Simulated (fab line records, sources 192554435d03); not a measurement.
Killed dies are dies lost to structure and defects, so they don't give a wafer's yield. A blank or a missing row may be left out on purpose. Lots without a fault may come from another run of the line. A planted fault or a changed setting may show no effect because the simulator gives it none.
Which tool did it? | flow n5_finfet | 6 lots, 18 wafers sampled, at 2 steps of a route of 1938

WHAT THE GAUGES READ, wafer by wafer
N5_MIM_BOT_LITHO_OVL_MEAS_11.
lot  | measured     | on         | MIM_BOT_OVL (nm)
L741 | day 12 21:11 | overlay-02 | -2 0 2
L746 | day 13 22:19 | overlay-01 | 2 -3 -6
L749 | day 14 04:13 | overlay-02 | 3 6 -3
L754 | day 15 13:23 | overlay-01 | 3 7 5
L753 | day 16 04:11 | overlay-02 | 6 11 9
L762 | day 18 22:17 | overlay-01 | -2 -7 3

WHICH TOOL RAN EACH LOT (tool, then ch and the chambers of the sampled wafers, then the start)
lot  | N5_BEOL_M8_ECD_50
L741 | ecd_cu-01 ch 0,1, day 10 00:28
L746 | ecd_cu-02 ch 0,1, day 11 06:47
L749 | ecd_cu-02 ch 0,1, day 11 13:44
L754 | ecd_cu-01 ch 0,1, day 13 05:53
L753 | ecd_cu-01 ch 0,1, day 13 20:41
L762 | ecd_cu-02 ch 0,1, day 16 11:08
- N5_BEOL_M8_ECD_50: material Cu, target thk 300 nm.

THE ANSWER, worked out from the rows above alone
Rule: what is usual is taken from the lots themselves. Put in order of their means at a reading, lots are off if they are a third of the lots or fewer, leave a main group of 4 or more, and stand apart from it by a gap of 3 or more times the standard deviation of the main group's means; of several such gaps the widest counts. A main group whose means are all the same, to the digits that the tables above print for the reading, isn't used. A lot without any number at a reading at which 4 lots or more have one is off too. The other lots that the step has rows for count as sound.
No lot is off at any reading shown: from this, nothing can be told.

WHAT THE SIMULATOR HAD PUT IN
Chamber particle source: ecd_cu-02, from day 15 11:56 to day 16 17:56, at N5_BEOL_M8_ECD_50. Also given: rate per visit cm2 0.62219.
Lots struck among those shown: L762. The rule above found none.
